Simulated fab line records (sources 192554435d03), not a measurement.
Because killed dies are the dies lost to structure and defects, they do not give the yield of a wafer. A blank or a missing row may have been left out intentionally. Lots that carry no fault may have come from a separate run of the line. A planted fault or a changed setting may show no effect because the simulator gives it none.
fab line records || flow n5Finfet
record: {"lots": 4, "wafers": 12, "lastDay": 18}
route steps=1938 shown BEOL_M4@1099 BEOL_M5@1112 PAD_METAL@1895 PASSIVATION@1936
lots with no fault: from the same line, run without faults
startH: hours from the record's opening day to when the first of the lot's shown wafers began || waitH: hours since the lot's step before || " identical to the entry in the row above || L1.1+2: a row that stands for several wafers || - no value, or no start given || * or withheld: withheld || < > ~ a bound
route shown NAME@n: a module of which the file shows steps, and the number in the route of the first || usual: the fault-free wafers' mean and standard deviation || same: alike in all rows || chamber/n: place in a boat || sites: per-site readings || _std_site: the values' standard deviation || _edge_site: mean of outer sites minus mean of inner sites || radiusMm: how far each site lies from the wafer's centre || mask NAME#n: copy n || behind: the most recent tool/chamber to have shaped the wafer || hold: why the lot went on hold/how many hours it stayed there/how the hold came to an end || device: transistor that didn't switch, given as n, p or np || end of line: tests run on the same wafers once the route is complete || step lacking rows: just its recipe || killed: dies that structure and defects cost at the first sort, which is not the same as the wafer's yield || map: shows each die of a wafer: x if killed, . if not, _ if none is there
set.NAME: the setting the step ran with; set.NAME@STEP: the setting that earlier step ran with || model.NAME: the simulator's own value behind a step, which no gauge read
lots seen at some steps along the route; tables by step, rows by wafer
services: the hour from which a tool's chamber was out of use, counted from the record's first day as startH (under 0 if before that day), plus the number of hours and why
== steps ==
step: N5_BEOL_M4_ANNEAL_95
recipe: {"tempC": 400, "timeS": 240, "ambient": "vacuum"}
step: N5_BEOL_M4_SPUTTER_96
recipe: {"material": "Cu", "targetThkA": 45, "tempC": -20, "chamberPressurePa": 0.07, "powerW": "withheld", "timeS": 8.29}
step: N5_BEOL_M4_ECD_50
recipe: {"material": "Cu", "targetThkA": 3000}
step: N5_BEOL_M4_ANNEAL_51
recipe: {"tempC": 225, "timeS": 90, "ambient": "N2"}
step: N5_BEOL_M4_CMP_52
recipe: {"stopOn": "SiOC", "tOverpolishS": 6.8, "downForcePsi": 1, "platenRpm": 50, "clearingPlatenDownForcePsi": 1.5, "clearingPlatenRpm": 50, "postCmpClean": "cuAlkaline", "targetThkNm": 40, "clearingPlatenPadVelocityMS": 0.99484, "padVelocityMS": 0.99484}
step: N5_BEOL_M4_PRE_CLEAN_60
recipe: {"gas": "NH3/H2", "timeS": 15, "tempC": "*", "rfPowerW": 300}
step: N5_BEOL_M4_CO_CAP_55
recipe: {"material": "Co", "targetThkA": 20, "tempC": 200, "precursor": "CCTBA/H2", "pressureTorr": 30, "timeS": 102.1}
step: N5_BEOL_M4_PRE_CLEAN_56
recipe: {"gas": "NH3", "timeS": 15, "tempC": "withheld", "rfPowerW": 300}
step: N5_BEOL_M4_DEP_57
recipe: {"material": "SiCN", "targetThkA": 80, "tempC": "withheld", "precursor": "3MS/NH3", "pressureTorr": 3, "rfW": 202, "timeS": 14}
step: N5_BEOL_M4_RC_MEAS_101
usual: {"DIBL_N": "36.2/1.6", "DIBL_P": "36.5/1.9", "IOFF_N": "0.158/0.027", "IOFF_P": "0.21/0.038", "ION_N": "675/12", "ION_P": "464/8.9", "SS_N": "71.5/0.61", "SS_P": "73.4/0.59", "VT_N": "250.4/3", "VT_P": "-250/3.6"}
{"lot.wafer": "L896.1", "tool": "prober-02", "chamber": 0, "startH": 249.60, "waitH": 0.0, "DIBL_N[mV/V]": 35.8, "DIBL_P[mV/V]": 35.2, "IOFF_N[nA/um]": 0.139, "IOFF_P[nA/um]": 0.23, "ION_N[uA/um]": 681, "ION_P[uA/um]": 473, "SS_N[mV/dec]": 71.5, "SS_P[mV/dec]": 73.0, "VT_N[mV]": 250.2, "VT_P[mV]": -249}
{"lot.wafer": "L896.2", "tool": "prober-02", "chamber": 0, "startH": 249.60, "waitH": 0.0, "DIBL_N[mV/V]": 36.9, "DIBL_P[mV/V]": 36.3, "IOFF_N[nA/um]": 0.152, "IOFF_P[nA/um]": 0.25, "ION_N[uA/um]": 682, "ION_P[uA/um]": 475, "SS_N[mV/dec]": 71.9, "SS_P[mV/dec]": 73.3, "VT_N[mV]": 250.9, "VT_P[mV]": -247}
{"lot.wafer": "L896.6", "tool": "prober-02", "chamber": 0, "startH": 249.60, "waitH": 0.0, "DIBL_N[mV/V]": 36.2, "DIBL_P[mV/V]": 36.2, "IOFF_N[nA/um]": 0.141, "IOFF_P[nA/um]": 0.25, "ION_N[uA/um]": 677, "ION_P[uA/um]": 480, "SS_N[mV/dec]": 71.4, "SS_P[mV/dec]": 73.2, "VT_N[mV]": 252.4, "VT_P[mV]": -246}
{"lot.wafer": "L897.2", "tool": "prober-01", "chamber": 0, "startH": 255.40, "waitH": 0.2, "DIBL_N[mV/V]": 38.5, "DIBL_P[mV/V]": 39.4, "IOFF_N[nA/um]": 0.208, "IOFF_P[nA/um]": 0.28, "ION_N[uA/um]": 680, "ION_P[uA/um]": 473, "SS_N[mV/dec]": 72.2, "SS_P[mV/dec]": 74.3, "VT_N[mV]": 245.6, "VT_P[mV]": -246}
{"lot.wafer": "L897.5", "tool": "prober-01", "chamber": 0, "startH": 255.40, "waitH": 0.2, "DIBL_N[mV/V]": 38.5, "DIBL_P[mV/V]": 40.3, "IOFF_N[nA/um]": 0.212, "IOFF_P[nA/um]": 0.31, "ION_N[uA/um]": 684, "ION_P[uA/um]": 476, "SS_N[mV/dec]": 72.4, "SS_P[mV/dec]": 73.7, "VT_N[mV]": 245.3, "VT_P[mV]": -244}
{"lot.wafer": "L897.6", "tool": "prober-01", "chamber": 0, "startH": 255.40, "waitH": 0.2, "DIBL_N[mV/V]": 38.3, "DIBL_P[mV/V]": 40.2, "IOFF_N[nA/um]": 0.207, "IOFF_P[nA/um]": 0.32, "ION_N[uA/um]": 690, "ION_P[uA/um]": 483, "SS_N[mV/dec]": 71.5, "SS_P[mV/dec]": 74.5, "VT_N[mV]": 246.2, "VT_P[mV]": -244}
{"lot.wafer": "L906.2", "tool": "prober-01", "chamber": 0, "startH": 313.16, "waitH": 0.2, "DIBL_N[mV/V]": 37.9, "DIBL_P[mV/V]": 38.1, "IOFF_N[nA/um]": 0.188, "IOFF_P[nA/um]": 0.26, "ION_N[uA/um]": 677, "ION_P[uA/um]": 468, "SS_N[mV/dec]": 72.0, "SS_P[mV/dec]": 73.1, "VT_N[mV]": 250.6, "VT_P[mV]": -247}
{"lot.wafer": "L906.4", "tool": "prober-01", "chamber": 0, "startH": 313.16, "waitH": 0.2, "DIBL_N[mV/V]": 38.5, "DIBL_P[mV/V]": 39.4, "IOFF_N[nA/um]": 0.212, "IOFF_P[nA/um]": 0.30, "ION_N[uA/um]": 686, "ION_P[uA/um]": 477, "SS_N[mV/dec]": 72.1, "SS_P[mV/dec]": 74.5, "VT_N[mV]": 246.6, "VT_P[mV]": -245}
{"lot.wafer": "L906.5", "tool": "prober-01", "chamber": 0, "startH": 313.16, "waitH": 0.2, "DIBL_N[mV/V]": 36.0, "DIBL_P[mV/V]": 36.8, "IOFF_N[nA/um]": 0.159, "IOFF_P[nA/um]": 0.24, "ION_N[uA/um]": 672, "ION_P[uA/um]": 469, "SS_N[mV/dec]": 71.3, "SS_P[mV/dec]": 73.4, "VT_N[mV]": 250.9, "VT_P[mV]": -247}
{"lot.wafer": "L905.2", "tool": "prober-02", "chamber": 0, "startH": 320.73, "waitH": 0.2, "DIBL_N[mV/V]": 32.1, "DIBL_P[mV/V]": 32.0, "IOFF_N[nA/um]": 0.105, "IOFF_P[nA/um]": 0.19, "ION_N[uA/um]": 649, "ION_P[uA/um]": 463, "SS_N[mV/dec]": 69.8, "SS_P[mV/dec]": 72.3, "VT_N[mV]": 255.3, "VT_P[mV]": -249}
{"lot.wafer": "L905.3", "tool": "prober-02", "chamber": 0, "startH": 320.73, "waitH": 0.2, "DIBL_N[mV/V]": 34.7, "DIBL_P[mV/V]": 35.8, "IOFF_N[nA/um]": 0.149, "IOFF_P[nA/um]": 0.24, "ION_N[uA/um]": 675, "ION_P[uA/um]": 474, "SS_N[mV/dec]": 71.5, "SS_P[mV/dec]": 73.7, "VT_N[mV]": 248.6, "VT_P[mV]": -242}
{"lot.wafer": "L905.6", "tool": "prober-02", "chamber": 0, "startH": 320.73, "waitH": 0.2, "DIBL_N[mV/V]": 35.4, "DIBL_P[mV/V]": 36.2, "IOFF_N[nA/um]": 0.154, "IOFF_P[nA/um]": 0.25, "ION_N[uA/um]": 672, "ION_P[uA/um]": 472, "SS_N[mV/dec]": 72.1, "SS_P[mV/dec]": 73.5, "VT_N[mV]": 249.7, "VT_P[mV]": -245}
step: N5_BEOL_M5_ILD_DEP_00
recipe: {"material": "SiCOH_lowk", "targetThkA": 1406.4, "tempC": 300, "precursor": "DEMS/porogen", "pressureTorr": 5, "rfW": 500, "timeS": 25.9}
step: N5_BEOL_M5_CURE_79
recipe: {"tempC": 385, "timeS": 240, "ambient": "He/Ar", "material": "SiCOH_lowk"}
step: N5_BEOL_M5_PECVD_70
recipe: {"material": "SiO2", "targetThkA": 160, "tempC": 400, "precursor": "TEOS/O2", "pressureTorr": 5.5, "rfW": 450, "teosFlowSccm": 53.8, "gas": "O2", "flowSccm": 3000, "timeS": 18}
step: N5_BEOL_M5_HM_DEP_02
recipe: {"material": "TiN", "targetThkA": 200, "tempC": 25, "chamberPressurePa": 0.49996}
step: N5_BEOL_M5_COAT_59
recipe: {"resist": "SOC", "tempC": 250, "timeS": 60, "spinRpm": 1500, "resistThkNm": 60}
step: N5_BEOL_M5_COAT_60
recipe: {"resist": "SiARC", "tempC": 220, "timeS": 60, "spinRpm": 1500, "resistThkNm": 12}
step: N5_BEOL_M5_COAT_71
recipe: {"resist": "underlayer", "tempC": 205, "timeS": 60, "spinRpm": 1500, "resistThkNm": 5}
step: N5_BEOL_M5_COAT_05
recipe: {"resist": "CAR-EUV", "spinRpm": 1500, "resistThkNm": 30}
step: N5_BEOL_M5_EBR_07
recipe: {"solvent": "PGMEA", "ebrWidthMm": 1.5}
step: N5_BEOL_M5_SOFTBAKE_06
recipe: {"tempC": 110, "timeS": 60, "resist": "CAR-EUV"}
step: N5_BEOL_M5_EXPOSE_08
recipe: {"maskId": "M5", "na": 0.33, "sourceShape": "annular", "sigmaInner": 0.4, "sigmaOuter": 0.8, "polarization": "unpolarized", "targetCdNm": 28, "doseMj": 35.75}
step: N5_BEOL_M5_PEB_09
recipe: {"pebTempC": 100, "pebTimeS": 60, "resist": "CAR-EUV"}
step: N5_BEOL_M5_DEVELOP_10
recipe: {"developTimeS": 30, "developer": "TMAH", "resist": "CAR-EUV", "rinseLiquid": "surfactantRinse", "dry": "airSpin", "devTempC": 23}
step: N5_BEOL_M5_DESCUM_16
recipe: {"chemistry": "O2", "timeS": 7, "sourcePowerW": 50, "biasPowerW": 20, "pressureMtorr": 20, "rfFrequencyHz": 2.712e+07, "tempC": 40, "resist": "CAR-EUV", "o2FlowSccm": 225}
step: N5_BEOL_M5_ETCH_72
recipe: {"chemistry": "N2/H2", "target": "underlayer", "targetDepthA": 65, "maskMaterial": "CAR-EUV", "timeS": 5.2, "ionEnergyEv": 200, "pressureMtorr": 30, "sourceW": 840, "biasW": 150, "n2FlowSccm": 200, "h2FlowSccm": 200, "ends": "cleared"}
step: N5_BEOL_M5_ETCH_61
recipe: {"chemistry": "CF4", "target": "SiARC", "targetDepthA": 156, "maskMaterial": "CAR-EUV", "timeS": 26, "ionEnergyEv": 80, "pressureMtorr": 40, "sourceW": 545, "biasW": 36, "Ar_flow_sccm": 100, "cf4FlowSccm": 100, "ends": "cleared"}
step: N5_BEOL_M5_ETCH_62
recipe: {"chemistry": "N2/H2", "target": "SOC", "targetDepthA": 750, "overetchA": 150, "maskMaterial": "SiARC", "tempC": 40, "timeS": 112.5, "ionEnergyEv": 200, "pressureMtorr": 30, "sourceW": 840, "biasW": 150, "n2FlowSccm": 200, "h2FlowSccm": 200}
step: N5_BEOL_M5_STRIP_63
recipe: {"chemistry": "N2/H2", "tempC": 40, "n2FlowSccm": 200, "h2FlowSccm": 200, "rfFrequencyHz": 6e+07}
step: N5_BEOL_M5_STRIP_73
recipe: {"chemistry": "N2/H2", "tempC": 40, "n2FlowSccm": 200, "h2FlowSccm": 200, "rfFrequencyHz": 6e+07}
step: N5_BEOL_M5_STRIP_64
recipe: {"chemistry": "CF4", "resist": "SiARC", "powerW": 300, "biasPowerW": 75, "pressureMtorr": 50, "cf4FlowSccm": 150, "rfFrequencyHz": 6e+07}
step: N5_BEOL_M5_HM_OPEN_17
recipe: {"chemistry": "Cl2/BCl3", "targetDepthA": 200, "overetchA": 60, "target": "TiN", "maskMaterial": "SOC", "ionEnergyEv": 150, "pressureMtorr": 10, "icpW": 1000, "biasW": 126, "Cl2_flow_sccm": 53.25, "bcl3FlowSccm": 21.75, "Ar_flow_sccm": 25}
step: N5_BEOL_M5_STRIP_19
recipe: {"chemistry": "O2", "powerW": 400, "tempC": 40, "pressureMtorr": 30, "rfFrequencyHz": 6e+07, "biasPowerW": 0, "overashFraction": 0.2, "o2FlowSccm": 225}
step: N5_BEOL_M5_COAT_65
recipe: {"resist": "SOC", "tempC": 250, "timeS": 60, "spinRpm": 1500, "resistThkNm": 60}
step: N5_BEOL_M5_COAT_66
recipe: {"resist": "SiARC", "tempC": 220, "timeS": 60, "spinRpm": 1500, "resistThkNm": 12}
step: N5_PASSIVATION_SPUTTER_20
recipe: {"material": "TaN", "targetThkA": 500, "tempC": 25, "chamberPressurePa": 0.4}
usual: {"chamberPressurePa": "0.3999/0.00076", "substrateTempC": "25.01/0.11", "throttleValvePct": "30.1/0.78"}
{"lot.wafer": "L896.1", "tool": "pvdSputter-01", "chamber": "-", "startH": 349.36, "waitH": 0.0, "chamberPressurePa": "-", "substrateTempC": "-", "throttleValvePct": "-"}
{"lot.wafer": "L896.2", "tool": "pvdSputter-01", "chamber": "-", "startH": 349.36, "waitH": 0.0, "chamberPressurePa": "-", "substrateTempC": "-", "throttleValvePct": "-"}
{"lot.wafer": "L896.6", "tool": "pvdSputter-01", "chamber": "-", "startH": 349.36, "waitH": 0.0, "chamberPressurePa": "-", "substrateTempC": "-", "throttleValvePct": "-"}
{"lot.wafer": "L897.2", "tool": "pvdSputter-02", "chamber": "-", "startH": 356.70, "waitH": 0.0, "chamberPressurePa": "-", "substrateTempC": "-", "throttleValvePct": "-"}
{"lot.wafer": "L897.5", "tool": "pvdSputter-02", "chamber": "-", "startH": 356.70, "waitH": 0.0, "chamberPressurePa": "-", "substrateTempC": "-", "throttleValvePct": "-"}
{"lot.wafer": "L897.6", "tool": "pvdSputter-02", "chamber": "-", "startH": 356.70, "waitH": 0.0, "chamberPressurePa": "-", "substrateTempC": "-", "throttleValvePct": "-"}
{"lot.wafer": "L906.2", "tool": "pvdSputter-02", "chamber": "-", "startH": 423.74, "waitH": 0.0, "chamberPressurePa": 0.4000, "substrateTempC": 25.00, "throttleValvePct": 29.6}
{"lot.wafer": "L906.4", "tool": "pvdSputter-02", "chamber": "-", "startH": 423.74, "waitH": 0.0, "chamberPressurePa": 0.3998, "substrateTempC": 24.95, "throttleValvePct": 30.5}
{"lot.wafer": "L906.5", "tool": "pvdSputter-02", "chamber": "-", "startH": 423.74, "waitH": 0.0, "chamberPressurePa": 0.4006, "substrateTempC": 25.15, "throttleValvePct": 29.7}
{"lot.wafer": "L905.2", "tool": "pvdSputter-02", "chamber": "-", "startH": 432.49, "waitH": 0.0, "chamberPressurePa": 0.4007, "substrateTempC": 25.05, "throttleValvePct": 29.8}
{"lot.wafer": "L905.3", "tool": "pvdSputter-02", "chamber": "-", "startH": 432.49, "waitH": 0.0, "chamberPressurePa": 0.3998, "substrateTempC": 24.86, "throttleValvePct": 30.6}
{"lot.wafer": "L905.6", "tool": "pvdSputter-02", "chamber": "-", "startH": 432.49, "waitH": 0.0, "chamberPressurePa": 0.4006, "substrateTempC": 24.98, "throttleValvePct": 31.0}
step: N5_PASSIVATION_PROBE_49
usual: {"defectLimitedYield": "91.3/1.7", "killed_at_M0_to_M3": "33/11", "killed_at_M4_up": "14/5.5", "killedAtContacts": "13/6.5", "killedAtFrontEnd": "39/13", "killedAtOther": "3.4/2.9", "killedDies": "103/20", "killedOpen": "69/15", "killedShort": "32/8.1", "sort_bin_5_function": "5.1/1.1", "sort_bin_6_memory": "3.3/0.74", "sortNPass": "1077/20", "sortYieldPct": "91.3/1.7"}
same: {"grossDies": 1180, "killedAtBackSide": 0, "sort_bin_4_leakage[%]": 0, "sort_bin_8_speed[%]": 0}
{"lot.wafer": "L896.1", "tool": "prober-01", "chamber": "-", "startH": 355.37, "waitH": 0.0, "defectLimitedYield[%]": 84.1, "killed_at_M0_to_M3": 32, "killed_at_M4_up": 11, "killedAtContacts": 12, "killedAtFrontEnd": 39, "killedAtOther": 94, "killedDies": 188, "killedOpen": 58, "killedShort": 37, "sort_bin_5_function[%]": 12.6, "sort_bin_6_memory[%]": 2.8, "sortNPass": 992, "sortYieldPct[%]": 84.1}
{"lot.wafer": "L896.2", "tool": "prober-01", "chamber": "-", "startH": 355.42, "waitH": 0.1, "defectLimitedYield[%]": 84.3, "killed_at_M0_to_M3": 32, "killed_at_M4_up": 3, "killedAtContacts": 15, "killedAtFrontEnd": 40, "killedAtOther": 95, "killedDies": 185, "killedOpen": 64, "killedShort": 28, "sort_bin_5_function[%]": 12.3, "sort_bin_6_memory[%]": 3.1, "sortNPass": 995, "sortYieldPct[%]": 84.3}
{"lot.wafer": "L896.6", "tool": "prober-01", "chamber": "-", "startH": 355.62, "waitH": 0.3, "defectLimitedYield[%]": 85.6, "killed_at_M0_to_M3": 23, "killed_at_M4_up": 11, "killedAtContacts": 16, "killedAtFrontEnd": 32, "killedAtOther": 88, "killedDies": 170, "killedOpen": 54, "killedShort": 29, "sort_bin_5_function[%]": 10.8, "sort_bin_6_memory[%]": 3.2, "sortNPass": 1010, "sortYieldPct[%]": 85.6}
{"lot.wafer": "L897.2", "tool": "prober-01", "chamber": "-", "startH": 362.33, "waitH": 0.1, "defectLimitedYield[%]": 85.1, "killed_at_M0_to_M3": 20, "killed_at_M4_up": 24, "killedAtContacts": 8, "killedAtFrontEnd": 51, "killedAtOther": 73, "killedDies": 176, "killedOpen": 65, "killedShort": 37, "sort_bin_5_function[%]": 11.1, "sort_bin_6_memory[%]": 3.3, "sortNPass": 1004, "sortYieldPct[%]": 85.1}
{"lot.wafer": "L897.5", "tool": "prober-01", "chamber": "-", "startH": 362.48, "waitH": 0.2, "defectLimitedYield[%]": 85.1, "killed_at_M0_to_M3": 29, "killed_at_M4_up": 8, "killedAtContacts": 5, "killedAtFrontEnd": 51, "killedAtOther": 83, "killedDies": 176, "killedOpen": 48, "killedShort": 46, "sort_bin_5_function[%]": 11.1, "sort_bin_6_memory[%]": 3.3, "sortNPass": 1004, "sortYieldPct[%]": 85.1}
{"lot.wafer": "L897.6", "tool": "prober-01", "chamber": "-", "startH": 362.53, "waitH": 0.3, "defectLimitedYield[%]": 84.2, "killed_at_M0_to_M3": 21, "killed_at_M4_up": 13, "killedAtContacts": 7, "killedAtFrontEnd": 43, "killedAtOther": 102, "killedDies": 186, "killedOpen": 67, "killedShort": 18, "sort_bin_5_function[%]": 13.4, "sort_bin_6_memory[%]": 2.4, "sortNPass": 994, "sortYieldPct[%]": 84.2}
killed by level:class
L896.1 PAD_METAL:areaSputter=92 BEOL_M2:geometricParticle:open=10 MOL_CONTACT_COAG:geometricParticle:open=9 GATE_CUT:geometricParticle:short=7 BEOL_M0_SAQP:geometricParticle:open=7 BEOL_M1:geometricParticle:open=6 FIN_SAQP:geometricParticle:open=5 BEOL_M0_SAQP:geometricParticle:short=5
L896.2 PAD_METAL:areaSputter=93 MOL_CONTACT_COAG:geometricParticle:open=12 BEOL_M0_SAQP:geometricParticle:short=11 BEOL_M2:geometricParticle:open=11 BEOL_M0_SAQP:geometricParticle:open=9 DUMMY_GATE:geometricParticle:open=6 GATE_CUT:geometricParticle:open=5 FIN_SAQP:geometricParticle:open=4
L896.6 PAD_METAL:areaSputter=87 MOL_CONTACT_COAG:geometricParticle:open=10 BEOL_M2:geometricParticle:open=10 STI_FIN_REVEAL:geometricParticle:open=8 MOL_CONTACT_COAG:geometricParticle:short=6 FIN_SAQP:geometricParticle:short=5 FIN_SAQP:geometricParticle:open=4 BEOL_M1:geometricParticle:open=4
L897.2 PAD_METAL:areaSputter=72 STI_FIN_REVEAL:geometricParticle:open=15 STI_FIN_REVEAL:geometricParticle:short=7 BEOL_M3:geometricParticle:open=7 BEOL_M4:geometricParticle:open=7 GATE_CUT:geometricParticle:open=6 GATE_CUT:geometricParticle:short=6 MOL_CONTACT_COAG:geometricParticle:open=6
L897.5 PAD_METAL:areaSputter=80 GATE_CUT:geometricParticle:short=11 FIN_SAQP:geometricParticle:short=6 STI_FIN_REVEAL:geometricParticle:open=6 BEOL_M1:geometricParticle:open=6 BEOL_M2:geometricParticle:short=6 GATE_CUT:geometricParticle:open=5 STARTING-WAFER:geometricParticle:short=5
L897.6 PAD_METAL:areaSputter=100 STI_FIN_REVEAL:geometricParticle:open=11 FIN_SAQP:geometricParticle:open=10 BEOL_M1:geometricParticle:open=9 FIN_SAQP:geometricParticle:short=7 MOL_CONTACT_COAG:geometricParticle:open=6 BEOL_M9:geometricParticle:open=4 STARTING-WAFER:geometricParticle:open=4
map L896.1 (x killed, . not)
_________________...........x________________
______________..x..............._____________
___________..x.....x...x.........x.__________
__________........xxx..x............_________
________.....................xx......._______
_______.....x..x.....xx.x.............x______
______.x.x.x..x.....xx.......x......x..._____
_____........x.x.....x..........x..x.....____
____.....xxx.x.....xx....x...x...xx.......___
___.x.x..x..xx.xx.x..xx.x..................__
___......x.x.xx...xx.........xx..........x.__
__...........x.x...x.x..x.x....x.x.........x_
__...x.......xx..x..x..xxx.........x........_
_.............x..x....x........x.x....x......
_..........x...xx........x..x.......x........
_.....x.x..x.xxx.xxx...x.........xx..........
_..x.....x.x......xxxx...xx.xx..........x....
_..........x.....x........x.......x.x.x......
_.......x........xx.....x......x.............
_...x.......x..xx.x.xx.........xx.....x......
_..x..........x..x.x..x......x.x.....x..x....
__.....x........x.......x..................._
__..x.x..x.x...........x...................._
___..x...........x...x..x.x......x.......x.__
___.......x....x.....xx.x..................__
____.......x.......x...x............x.....___
_____....x.x.....x..............x....x...____
______.x..........................x....._____
_______.....x..........................______
________...x...x.x.x................x._______
__________.....x.............x......_________
___________..x.........x.....x.....__________
______________......x..........._____________
_________________............________________
map L897.6 (x killed, . not)
_________________............________________
______________.................._____________
___________...........x........x...__________
__________....x....xx..x............_________
________.........x..............x...x._______
_______......x.........................______
______...........x.x.............x......_____
_____........................xx..x...x...____
____...x........x.....x...xxx.............___
___.........x....x..x.xx.xxx...............__
___....................x.xx......xx...x....__
__xx.x..x...........xxx...xxxxx..x.......x.._
__................x.xx.xx....x...xxx.x......_
_...x.........x...x...x.x...x.x.xx...........
_........x.............xx.x...x.x.........xx.
_..............x..x.x.x..xxxx.....x.......x..
_......x...........x.xx..x...x..xx....x......
_...........x..x..xxx.x..xxx.x....x..........
_.x......x...x......xx.xx.xx.xx..........x...
_.....................xx..x.x.....x..........
_.x..........x.x.x...x....x..xx...........x..
__...........x..x...xx..xx.....x............_
__....x...x.........x.x...xx....x....x...x.._
___............xx.....x.x..x..x.x..x.......__
___........................x...............__
____....x.........x.xx.......x......x.....___
_____........x............x..............____
______....x......x...xx................._____
_______............................xx.x______
________.....................x........_______
__________....x....x...x.....x.....x_________
___________........x.......x..x....__________
______________.................x_____________
_________________x.....x.....________________
== services ==
{"tool": "pvdSputter-01", "chamber": "-", "startH": 336.32, "hours": 11.7, "kind": "repair"}
{"tool": "pvdSputter-02", "chamber": "-", "startH": 357.05, "hours": 3.6, "kind": "repair"}
{"tool": "pvdSputter-02", "chamber": "-", "startH": 424.66, "hours": 1.6, "kind": "repair"}
== key ==
firstSign: {"step": "N5_PASSIVATION_SPUTTER_20", "reading": "toolRecord", "direction": "missing"}
effect: {"step": "N5_PASSIVATION_PROBE_49", "reading": "killedAtOther", "direction": "up", "sigmas": 30, "usual": 3.4, "struck": 89.2}
moreKillsBornAt: {"N5_PASSIVATION_SPUTTER_20@pvdSputter-01": 272, "N5_PASSIVATION_SPUTTER_20@pvdSputter-02": 252}
metAt N5_PASSIVATION_SPUTTER_20
struckWafers L896.1,L896.2,L896.6,L897.2,L897.5,L897.6
fault: {"kind": "skippedStepWhole", "tool": "pvdSputter-01,pvdSputter-02", "chamber": "-", "onsetH": 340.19, "steps": "N5_PASSIVATION_SPUTTER_20", "scope": "struckLotsOnly"}
